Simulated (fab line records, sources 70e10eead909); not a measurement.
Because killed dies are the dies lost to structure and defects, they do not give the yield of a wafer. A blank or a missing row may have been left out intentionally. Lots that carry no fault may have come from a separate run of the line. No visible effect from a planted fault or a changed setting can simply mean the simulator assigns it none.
Which of the tools did it? || flow nand harc || 72 wafers from 24 lots sampled at 6 of the route's 1159 steps

WHAT THE GAUGES READ, wafer by wafer
NHARC_A_M0_INSPECT_27.
{"lot": "L075", "measured": "day 18 01:29", "on": "defect inspect-02", "raw defect count": "337 391 396"}
{"lot": "L074", "measured": "day 18 01:49", "on": "defect inspect-02", "raw defect count": "368 357 435"}
{"lot": "L076", "measured": "day 18 03:41", "on": "defect inspect-01", "raw defect count": "280 440 309"}
{"lot": "L077", "measured": "day 18 04:31", "on": "defect inspect-01", "raw defect count": "464 537 512"}
{"lot": "L078", "measured": "day 18 17:50", "on": "defect inspect-02", "raw defect count": "368 309 383"}
{"lot": "L079", "measured": "day 18 21:13", "on": "defect inspect-02", "raw defect count": "483 483 419"}
{"lot": "L080", "measured": "day 19 06:51", "on": "defect inspect-01", "raw defect count": "333 344 343"}
{"lot": "L081", "measured": "day 19 11:44", "on": "defect inspect-02", "raw defect count": "336 280 267"}
{"lot": "L082", "measured": "day 20 00:38", "on": "defect inspect-02", "raw defect count": "630 570 395"}
{"lot": "L083", "measured": "day 20 01:05", "on": "defect inspect-02", "raw defect count": "659 344 532"}
{"lot": "L084", "measured": "day 20 04:31", "on": "defect inspect-01", "raw defect count": "554 505 468"}
{"lot": "L085", "measured": "day 20 09:31", "on": "defect inspect-02", "raw defect count": "1347 669 519"}
{"lot": "L086", "measured": "day 20 12:13", "on": "defect inspect-02", "raw defect count": "525 475 522"}
{"lot": "L088", "measured": "day 20 14:17", "on": "defect inspect-02", "raw defect count": "383 378 463"}
{"lot": "L087", "measured": "day 20 19:26", "on": "defect inspect-02", "raw defect count": "379 398 547"}
{"lot": "L089", "measured": "day 22 08:40", "on": "defect inspect-01", "raw defect count": "562 729 526"}
{"lot": "L092", "measured": "day 22 09:04", "on": "defect inspect-01", "raw defect count": "440 558 381"}
{"lot": "L090", "measured": "day 22 09:24", "on": "defect inspect-01", "raw defect count": "291 367 312"}
{"lot": "L091", "measured": "day 22 09:50", "on": "defect inspect-01", "raw defect count": "407 294 432"}
{"lot": "L093", "measured": "day 22 16:52", "on": "defect inspect-02", "raw defect count": "408 660 449"}
{"lot": "L094", "measured": "day 22 23:12", "on": "defect inspect-01", "raw defect count": "513 564 399"}
{"lot": "L096", "measured": "day 23 03:23", "on": "defect inspect-01", "raw defect count": "558 601 493"}
{"lot": "L095", "measured": "day 23 08:59", "on": "defect inspect-01", "raw defect count": "269 361 247"}
{"lot": "L097", "measured": "day 23 16:14", "on": "defect inspect-01", "raw defect count": "592 681 633"}

NHARC_A_M1_OVL_MEAS_10: pitch 240 nm.
{"lot": "L075", "measured": "day 18 02:51", "on": "overlay-01", "overlay x nm (nm)": "-0.3 0.0 0.2", "overlay y nm (nm)": "1.1 0.7 1.1"}
{"lot": "L074", "measured": "day 18 03:18", "on": "overlay-02", "overlay x nm (nm)": "0.9 1.2 0.2", "overlay y nm (nm)": "-0.5 -0.4 -0.3"}
{"lot": "L076", "measured": "day 18 05:22", "on": "overlay-02", "overlay x nm (nm)": "-0.1 -0.6 -0.1", "overlay y nm (nm)": "-0.8 -1.8 -1.2"}
{"lot": "L077", "measured": "day 18 06:00", "on": "overlay-01", "overlay x nm (nm)": "1.1 1.2 1.2", "overlay y nm (nm)": "-0.4 0.4 -0.5"}
{"lot": "L078", "measured": "day 18 19:14", "on": "overlay-01", "overlay x nm (nm)": "-0.4 0.6 0.0", "overlay y nm (nm)": "0.4 0.0 0.1"}
{"lot": "L079", "measured": "day 18 22:41", "on": "overlay-02", "overlay x nm (nm)": "0.0 0.6 0.1", "overlay y nm (nm)": "0.6 0.2 0.9"}
{"lot": "L080", "measured": "day 19 08:20", "on": "overlay-02", "overlay x nm (nm)": "0.5 -0.3 -0.1", "overlay y nm (nm)": "0.8 0.2 0.6"}
{"lot": "L081", "measured": "day 19 13:14", "on": "overlay-02", "overlay x nm (nm)": "0.1 -0.3 -0.3", "overlay y nm (nm)": "0.7 0.9 0.8"}
{"lot": "L082", "measured": "day 20 02:18", "on": "overlay-01", "overlay x nm (nm)": "0.7 1.1 0.8", "overlay y nm (nm)": "0.3 0.4 0.3"}
{"lot": "L083", "measured": "day 20 03:07", "on": "overlay-02", "overlay x nm (nm)": "0.0 -0.7 -0.3", "overlay y nm (nm)": "1.7 1.5 2.0"}
{"lot": "L084", "measured": "day 20 06:06", "on": "overlay-02", "overlay x nm (nm)": "-0.3 -1.3 -1.8", "overlay y nm (nm)": "-0.4 0.3 -0.9"}
{"lot": "L085", "measured": "day 20 11:01", "on": "overlay-01", "overlay x nm (nm)": "0.6 1.0 0.9", "overlay y nm (nm)": "1.0 0.6 0.4"}
{"lot": "L086", "measured": "day 20 13:33", "on": "overlay-02", "overlay x nm (nm)": "0.6 0.3 0.1", "overlay y nm (nm)": "0.4 0.4 0.4"}
{"lot": "L088", "measured": "day 20 15:52", "on": "overlay-01", "overlay x nm (nm)": "-0.5 -0.5 -0.3", "overlay y nm (nm)": "0.5 0.4 0.1"}
{"lot": "L087", "measured": "day 20 20:55", "on": "overlay-01", "overlay x nm (nm)": "0.9 0.6 1.0", "overlay y nm (nm)": "-1.2 -0.8 -1.3"}
{"lot": "L089", "measured": "day 22 10:02", "on": "overlay-02", "overlay x nm (nm)": "-0.4 -0.4 0.1", "overlay y nm (nm)": "1.0 1.3 -0.2"}
{"lot": "L092", "measured": "day 22 10:33", "on": "overlay-02", "overlay x nm (nm)": "-0.7 -1.2 -0.5", "overlay y nm (nm)": "-1.5 -1.3 -0.9"}
{"lot": "L090", "measured": "day 22 10:54", "on": "overlay-02", "overlay x nm (nm)": "-1.3 -0.2 -0.9", "overlay y nm (nm)": "-0.1 -0.2 -0.3"}
{"lot": "L091", "measured": "day 22 11:19", "on": "overlay-02", "overlay x nm (nm)": "-0.9 -0.8 -0.9", "overlay y nm (nm)": "0.5 0.5 0.5"}
{"lot": "L093", "measured": "day 22 18:24", "on": "overlay-02", "overlay x nm (nm)": "-0.3 -0.9 -0.4", "overlay y nm (nm)": "0.7 0.4 0.9"}
{"lot": "L094", "measured": "day 23 01:23", "on": "overlay-01", "overlay x nm (nm)": "-0.2 -0.1 -0.3", "overlay y nm (nm)": "-0.4 -0.4 -0.6"}
{"lot": "L096", "measured": "day 23 04:46", "on": "overlay-01", "overlay x nm (nm)": "0.3 0.6 0.6", "overlay y nm (nm)": "0.1 0.1 -0.1"}
{"lot": "L095", "measured": "day 23 10:28", "on": "overlay-02", "overlay x nm (nm)": "0.0 0.1 0.7", "overlay y nm (nm)": "0.2 -0.6 -0.2"}
{"lot": "L097", "measured": "day 23 17:44", "on": "overlay-02", "overlay x nm (nm)": "-0.7 -0.4 0.0", "overlay y nm (nm)": "-2.0 -2.0 -1.6"}

NHARC_A_BONDPAD_THK_MEAS_20: measures by xrf.
{"lot": "L075", "measured": "day 18 10:00", "on": "film metro-01", "thk nm (nm)": "172.3 171.0 168.0"}
{"lot": "L074", "measured": "day 18 10:51", "on": "film metro-02", "thk nm (nm)": "170.3 170.3 168.9"}
{"lot": "L076", "measured": "day 18 13:03", "on": "film metro-01", "thk nm (nm)": "169.3 169.9 170.1"}
{"lot": "L077", "measured": "day 18 13:08", "on": "film metro-02", "thk nm (nm)": "169.4 171.6 171.4"}
{"lot": "L078", "measured": "day 19 02:25", "on": "film metro-02", "thk nm (nm)": "168.5 170.0 172.1"}
{"lot": "L079", "measured": "day 19 05:53", "on": "film metro-02", "thk nm (nm)": "170.5 172.2 172.5"}
{"lot": "L080", "measured": "day 19 15:29", "on": "film metro-01", "thk nm (nm)": "168.0 168.1 169.6"}
{"lot": "L081", "measured": "day 19 20:27", "on": "film metro-01", "thk nm (nm)": "169.5 167.4 169.4"}
{"lot": "L082", "measured": "day 20 09:37", "on": "film metro-01", "thk nm (nm)": "169.8 167.3 169.7"}
{"lot": "L083", "measured": "day 20 10:17", "on": "film metro-01", "thk nm (nm)": "170.4 169.9 170.9"}
{"lot": "L084", "measured": "day 20 13:21", "on": "film metro-02", "thk nm (nm)": "168.7 169.6 168.1"}
{"lot": "L085", "measured": "day 20 20:06", "on": "film metro-02", "thk nm (nm)": "169.7 166.8 167.8"}
{"lot": "L086", "measured": "day 20 20:43", "on": "film metro-02", "thk nm (nm)": "170.7 168.4 169.0"}
{"lot": "L088", "measured": "day 20 23:10", "on": "film metro-01", "thk nm (nm)": "170.9 169.0 170.6"}
{"lot": "L087", "measured": "day 21 04:11", "on": "film metro-02", "thk nm (nm)": "168.1 168.7 174.1"}
{"lot": "L089", "measured": "day 22 17:25", "on": "film metro-02", "thk nm (nm)": "171.4 171.2 169.1"}
{"lot": "L092", "measured": "day 22 17:55", "on": "film metro-01", "thk nm (nm)": "166.4 169.3 170.9"}
{"lot": "L090", "measured": "day 22 18:38", "on": "film metro-02", "thk nm (nm)": "167.5 173.4 170.4"}
{"lot": "L091", "measured": "day 22 19:10", "on": "film metro-02", "thk nm (nm)": "170.9 169.7 169.8"}
{"lot": "L093", "measured": "day 23 01:37", "on": "film metro-01", "thk nm (nm)": "168.4 168.8 172.0"}
{"lot": "L094", "measured": "day 23 08:31", "on": "film metro-02", "thk nm (nm)": "169.5 169.7 170.6"}
{"lot": "L096", "measured": "day 23 12:01", "on": "film metro-01", "thk nm (nm)": "170.9 171.5 167.4"}
{"lot": "L095", "measured": "day 23 18:17", "on": "film metro-01", "thk nm (nm)": "168.3 168.8 169.8"}
{"lot": "L097", "measured": "day 24 00:52", "on": "film metro-02", "thk nm (nm)": "171.0 168.5 169.3"}

NHARC_HYBRID_BOND_OVL_MEAS_05.
{"lot": "L075", "measured": "day 18 22:46", "on": "overlay-02", "overlay x nm (nm)": "16 -8 23", "overlay y nm (nm)": "51 -38 -15"}
{"lot": "L074", "measured": "day 18 22:46", "on": "overlay-01", "overlay x nm (nm)": "-22 -3 4", "overlay y nm (nm)": "6 1 -25"}
{"lot": "L076", "measured": "day 18 22:47", "on": "overlay-02", "overlay x nm (nm)": "-4 8 69", "overlay y nm (nm)": "67 50 -13"}
{"lot": "L077", "measured": "day 18 22:47", "on": "overlay-01", "overlay x nm (nm)": "-2 -16 9", "overlay y nm (nm)": "-39 17 -23"}
{"lot": "L078", "measured": "day 19 18:46", "on": "overlay-02", "overlay x nm (nm)": "28 17 -74", "overlay y nm (nm)": "-14 30 24"}
{"lot": "L079", "measured": "day 19 18:46", "on": "overlay-01", "overlay x nm (nm)": "49 36 -3", "overlay y nm (nm)": "-5 0 -37"}
{"lot": "L080", "measured": "day 20 03:28", "on": "overlay-01", "overlay x nm (nm)": "14 33 3", "overlay y nm (nm)": "25 -5 -40"}
{"lot": "L081", "measured": "day 20 03:28", "on": "overlay-02", "overlay x nm (nm)": "-2 31 -66", "overlay y nm (nm)": "-7 45 -14"}
{"lot": "L082", "measured": "day 20 20:49", "on": "overlay-01", "overlay x nm (nm)": "-25 -40 -39", "overlay y nm (nm)": "12 -18 16"}
{"lot": "L083", "measured": "day 20 20:49", "on": "overlay-02", "overlay x nm (nm)": "11 -25 -34", "overlay y nm (nm)": "-16 16 29"}
{"lot": "L084", "measured": "day 20 20:49", "on": "overlay-02", "overlay x nm (nm)": "65 36 -48", "overlay y nm (nm)": "-16 24 1"}
{"lot": "L085", "measured": "day 21 08:16", "on": "overlay-01", "overlay x nm (nm)": "-38 33 -7", "overlay y nm (nm)": "-30 -23 8"}
{"lot": "L086", "measured": "day 21 08:16", "on": "overlay-02", "overlay x nm (nm)": "-34 45 -40", "overlay y nm (nm)": "-17 -70 31"}
{"lot": "L088", "measured": "day 21 08:17", "on": "overlay-01", "overlay x nm (nm)": "41 -29 84", "overlay y nm (nm)": "-5 79 -4"}
{"lot": "L087", "measured": "day 21 14:06", "on": "overlay-01", "overlay x nm (nm)": "-3 22 -39", "overlay y nm (nm)": "41 32 36"}
{"lot": "L089", "measured": "day 23 05:19", "on": "overlay-02", "overlay x nm (nm)": "11 41 -6", "overlay y nm (nm)": "40 -12 57"}
{"lot": "L092", "measured": "day 23 05:19", "on": "overlay-02", "overlay x nm (nm)": "-76 -57 31", "overlay y nm (nm)": "-12 43 -7"}
{"lot": "L090", "measured": "day 23 05:19", "on": "overlay-01", "overlay x nm (nm)": "-17 14 -44", "overlay y nm (nm)": "75 86 -18"}
{"lot": "L091", "measured": "day 23 05:20", "on": "overlay-01", "overlay x nm (nm)": "-14 -6 1", "overlay y nm (nm)": "6 56 -3"}
{"lot": "L093", "measured": "day 23 11:39", "on": "overlay-01", "overlay x nm (nm)": "12 20 4", "overlay y nm (nm)": "35 14 -23"}
{"lot": "L094", "measured": "day 23 19:21", "on": "overlay-01", "overlay x nm (nm)": "14 15 -44", "overlay y nm (nm)": "-16 70 25"}
{"lot": "L096", "measured": "day 23 19:21", "on": "overlay-02", "overlay x nm (nm)": "-33 -72 39", "overlay y nm (nm)": "-47 10 -18"}
{"lot": "L095", "measured": "day 24 04:17", "on": "overlay-01", "overlay x nm (nm)": "25 -37 30", "overlay y nm (nm)": "46 7 0"}
{"lot": "L097", "measured": "day 24 13:05", "on": "overlay-01", "overlay x nm (nm)": "-53 26 -50", "overlay y nm (nm)": "26 -26 10"}

WHAT TOOL EACH LOT RAN ON (gives the tool, then ch and the chambers of the sampled wafers, and finally the start)
{"lot": "L075", "NHARC_A_M0_DEP_32": "pecvd-01 ch 1,2, day 18 01:38", "NHARC_A_M1_PRE_CLEAN_30": "pvd sputter-03, day 18 10:00 or earlier"}
{"lot": "L074", "NHARC_A_M0_DEP_32": "pecvd-03 ch 0,1,2, day 18 01:58", "NHARC_A_M1_PRE_CLEAN_30": "pvd sputter-01, day 18 10:51 or earlier"}
{"lot": "L076", "NHARC_A_M0_DEP_32": "pecvd-03 ch 0,1,2, day 18 03:55", "NHARC_A_M1_PRE_CLEAN_30": "pvd sputter-03, day 18 13:03 or earlier"}
{"lot": "L077", "NHARC_A_M0_DEP_32": "pecvd-01 ch 0,1,2, day 18 04:47", "NHARC_A_M1_PRE_CLEAN_30": "pvd sputter-02, day 18 13:08 or earlier"}
{"lot": "L078", "NHARC_A_M0_DEP_32": "pecvd-04 ch 0,1,2, day 18 17:59", "NHARC_A_M1_PRE_CLEAN_30": "pvd sputter-02, day 19 02:25 or earlier"}
{"lot": "L079", "NHARC_A_M0_DEP_32": "pecvd-04 ch 0,1,2, day 18 21:22", "NHARC_A_M1_PRE_CLEAN_30": "pvd sputter-03, day 19 05:53 or earlier"}
{"lot": "L080", "NHARC_A_M0_DEP_32": "pecvd-01 ch 0,1, day 19 07:02", "NHARC_A_M1_PRE_CLEAN_30": "pvd sputter-02, day 19 15:29 or earlier"}
{"lot": "L081", "NHARC_A_M0_DEP_32": "pecvd-04 ch 1,2, day 19 11:53", "NHARC_A_M1_PRE_CLEAN_30": "pvd sputter-03, day 19 20:27 or earlier"}
{"lot": "L082", "NHARC_A_M0_DEP_32": "pecvd-04 ch 0,1,2, day 20 00:47", "NHARC_A_M1_PRE_CLEAN_30": "pvd sputter-01, day 20 09:37 or earlier"}
{"lot": "L083", "NHARC_A_M0_DEP_32": "pecvd-04 ch 1,2, day 20 01:47", "NHARC_A_M1_PRE_CLEAN_30": "pvd sputter-02, day 20 10:17 or earlier"}
{"lot": "L084", "NHARC_A_M0_DEP_32": "pecvd-03 ch 0,1,2, day 20 04:47", "NHARC_A_M1_PRE_CLEAN_30": "pvd sputter-02, day 20 13:21 or earlier"}
{"lot": "L085", "NHARC_A_M0_DEP_32": "pecvd-03 ch 1,2, day 20 09:44", "NHARC_A_M1_PRE_CLEAN_30": "pvd sputter-03, day 20 20:06 or earlier"}
{"lot": "L086", "NHARC_A_M0_DEP_32": "pecvd-03 ch 1,2, day 20 12:22", "NHARC_A_M1_PRE_CLEAN_30": "pvd sputter-03, day 20 20:43 or earlier"}
{"lot": "L088", "NHARC_A_M0_DEP_32": "pecvd-01 ch 1,2, day 20 14:31", "NHARC_A_M1_PRE_CLEAN_30": "pvd sputter-01, day 20 23:10 or earlier"}
{"lot": "L087", "NHARC_A_M0_DEP_32": "pecvd-01 ch 0,1,2, day 20 19:37", "NHARC_A_M1_PRE_CLEAN_30": "pvd sputter-02, day 21 04:11 or earlier"}
{"lot": "L089", "NHARC_A_M0_DEP_32": "pecvd-04 ch 0,1,2, day 22 08:49", "NHARC_A_M1_PRE_CLEAN_30": "pvd sputter-03, day 22 17:25 or earlier"}
{"lot": "L092", "NHARC_A_M0_DEP_32": "pecvd-01 ch 0,1,2, day 22 09:13", "NHARC_A_M1_PRE_CLEAN_30": "pvd sputter-02, day 22 17:55 or earlier"}
{"lot": "L090", "NHARC_A_M0_DEP_32": "pecvd-01 ch 0,1, day 22 09:34", "NHARC_A_M1_PRE_CLEAN_30": "pvd sputter-03, day 22 18:38 or earlier"}
{"lot": "L091", "NHARC_A_M0_DEP_32": "pecvd-01 ch 0,1,2, day 22 10:06", "NHARC_A_M1_PRE_CLEAN_30": "pvd sputter-02, day 22 19:10 or earlier"}
{"lot": "L093", "NHARC_A_M0_DEP_32": "pecvd-01 ch 0,1,2, day 22 17:07", "NHARC_A_M1_PRE_CLEAN_30": "pvd sputter-03, day 23 01:37 or earlier"}
{"lot": "L094", "NHARC_A_M0_DEP_32": "pecvd-03 ch 0,1, day 23 00:05", "NHARC_A_M1_PRE_CLEAN_30": "pvd sputter-01, day 23 08:31 or earlier"}
{"lot": "L096", "NHARC_A_M0_DEP_32": "pecvd-03 ch 0,1,2, day 23 03:32", "NHARC_A_M1_PRE_CLEAN_30": "pvd sputter-02, day 23 12:01 or earlier"}
{"lot": "L095", "NHARC_A_M0_DEP_32": "pecvd-03 ch 0,1, day 23 09:10", "NHARC_A_M1_PRE_CLEAN_30": "pvd sputter-02, day 23 18:17 or earlier"}
{"lot": "L097", "NHARC_A_M0_DEP_32": "pecvd-01 ch 0,1, day 23 16:28", "NHARC_A_M1_PRE_CLEAN_30": "pvd sputter-02, day 24 00:52 or earlier"}
- NHARC_A_M0_DEP_32: deposits SiCN, target thk 30 nm.
- NHARC_A_M1_PRE_CLEAN_30: time 30 s.

AS READ BY THE TOOLS THEMSELVES (means over the sampled wafers that have a number; for cases with no such wafer, the mark the record gives instead)
NHARC_A_M0_DEP_32.
{"lot": "L075", "tool": "pecvd-01", "chamber pressure Torr (Torr)": 2.997, "heater power w (W)": 610}
{"lot": "L074", "tool": "pecvd-03", "chamber pressure Torr (Torr)": 2.995, "heater power w (W)": 561}
{"lot": "L076", "tool": "pecvd-03", "chamber pressure Torr (Torr)": 3.001, "heater power w (W)": 560}
{"lot": "L077", "tool": "pecvd-01", "chamber pressure Torr (Torr)": 2.998, "heater power w (W)": 600}
{"lot": "L078", "tool": "pecvd-04", "chamber pressure Torr (Torr)": 2.996, "heater power w (W)": 585}
{"lot": "L079", "tool": "pecvd-04", "chamber pressure Torr (Torr)": 3.002, "heater power w (W)": 583}
{"lot": "L080", "tool": "pecvd-01", "chamber pressure Torr (Torr)": 3.003, "heater power w (W)": 569}
{"lot": "L081", "tool": "pecvd-04", "chamber pressure Torr (Torr)": 2.993, "heater power w (W)": 593}
{"lot": "L082", "tool": "pecvd-04", "chamber pressure Torr (Torr)": 3.004, "heater power w (W)": 593}
{"lot": "L083", "tool": "pecvd-04", "chamber pressure Torr (Torr)": 3.001, "heater power w (W)": 576}
{"lot": "L084", "tool": "pecvd-03", "chamber pressure Torr (Torr)": 3.001, "heater power w (W)": 518}
{"lot": "L085", "tool": "pecvd-03", "chamber pressure Torr (Torr)": 3.000, "heater power w (W)": 599}
{"lot": "L086", "tool": "pecvd-03", "chamber pressure Torr (Torr)": 3.003, "heater power w (W)": 598}
{"lot": "L088", "tool": "pecvd-01", "chamber pressure Torr (Torr)": 2.997, "heater power w (W)": 627}
{"lot": "L087", "tool": "pecvd-01", "chamber pressure Torr (Torr)": 3.014, "heater power w (W)": 589}
{"lot": "L089", "tool": "pecvd-04", "chamber pressure Torr (Torr)": 2.991, "heater power w (W)": 573}
{"lot": "L092", "tool": "pecvd-01", "chamber pressure Torr (Torr)": 2.998, "heater power w (W)": 571}
{"lot": "L090", "tool": "pecvd-01", "chamber pressure Torr (Torr)": 2.998, "heater power w (W)": 618}
{"lot": "L091", "tool": "pecvd-01", "chamber pressure Torr (Torr)": 3.001, "heater power w (W)": 569}
{"lot": "L093", "tool": "pecvd-01", "chamber pressure Torr (Torr)": 2.999, "heater power w (W)": 571}
{"lot": "L094", "tool": "pecvd-03", "chamber pressure Torr (Torr)": 3.001, "heater power w (W)": 565}
{"lot": "L096", "tool": "pecvd-03", "chamber pressure Torr (Torr)": 3.000, "heater power w (W)": 540}
{"lot": "L095", "tool": "pecvd-03", "chamber pressure Torr (Torr)": 2.998, "heater power w (W)": 585}
{"lot": "L097", "tool": "pecvd-01", "chamber pressure Torr (Torr)": 2.991, "heater power w (W)": 579}

NHARC_A_M1_PRE_CLEAN_30.
{"lot": "L075", "tool": "pvd sputter-03", "heater power w (W)": 374}
{"lot": "L074", "tool": "pvd sputter-01", "heater power w (W)": 402}
{"lot": "L076", "tool": "pvd sputter-03", "heater power w (W)": 391}
{"lot": "L077", "tool": "pvd sputter-02", "heater power w (W)": 362}
{"lot": "L078", "tool": "pvd sputter-02", "heater power w (W)": 358}
{"lot": "L079", "tool": "pvd sputter-03", "heater power w (W)": 361}
{"lot": "L080", "tool": "pvd sputter-02", "heater power w (W)": 361}
{"lot": "L081", "tool": "pvd sputter-03", "heater power w (W)": 405}
{"lot": "L082", "tool": "pvd sputter-01", "heater power w (W)": 403}
{"lot": "L083", "tool": "pvd sputter-02", "heater power w (W)": 376}
{"lot": "L084", "tool": "pvd sputter-02", "heater power w (W)": 361}
{"lot": "L085", "tool": "pvd sputter-03", "heater power w (W)": 389}
{"lot": "L086", "tool": "pvd sputter-03", "heater power w (W)": 406}
{"lot": "L088", "tool": "pvd sputter-01", "heater power w (W)": 423}
{"lot": "L087", "tool": "pvd sputter-02", "heater power w (W)": 349}
{"lot": "L089", "tool": "pvd sputter-03", "heater power w (W)": 387}
{"lot": "L092", "tool": "pvd sputter-02", "heater power w (W)": 388}
{"lot": "L090", "tool": "pvd sputter-03", "heater power w (W)": 405}
{"lot": "L091", "tool": "pvd sputter-02", "heater power w (W)": 385}
{"lot": "L093", "tool": "pvd sputter-03", "heater power w (W)": 397}
{"lot": "L094", "tool": "pvd sputter-01", "heater power w (W)": 420}
{"lot": "L096", "tool": "pvd sputter-02", "heater power w (W)": 367}
{"lot": "L095", "tool": "pvd sputter-02", "heater power w (W)": 345}
{"lot": "L097", "tool": "pvd sputter-02", "heater power w (W)": 376}

THE ANSWER, worked out from the rows above alone
Rule: usual is defined by the lots themselves. The widest of any qualifying gaps counts: lots, ordered by their means at a reading, are off when they make up no more than a third of the lots, leave a main group of 4 or more, and stand apart from it by 3 or more times the standard deviation of that group's means. The tables above print the reading to a certain number of digits; a main group whose means all agree to those digits is not used. Also off: a lot with no number at a reading for which 4 or more lots have one. All remaining lots with rows at the step are treated as sound. After the gauges, taken in route order, come the tools' own readings; for these a lot's mean is taken, as printed above. The first step at which some lot is off is used, and at that step the reading that is off furthest; a lot without a number counts as furthest.
Across all readings shown, no lot is off: no conclusion can be drawn from this.

WHAT THE SIMULATOR HAD INSERTED
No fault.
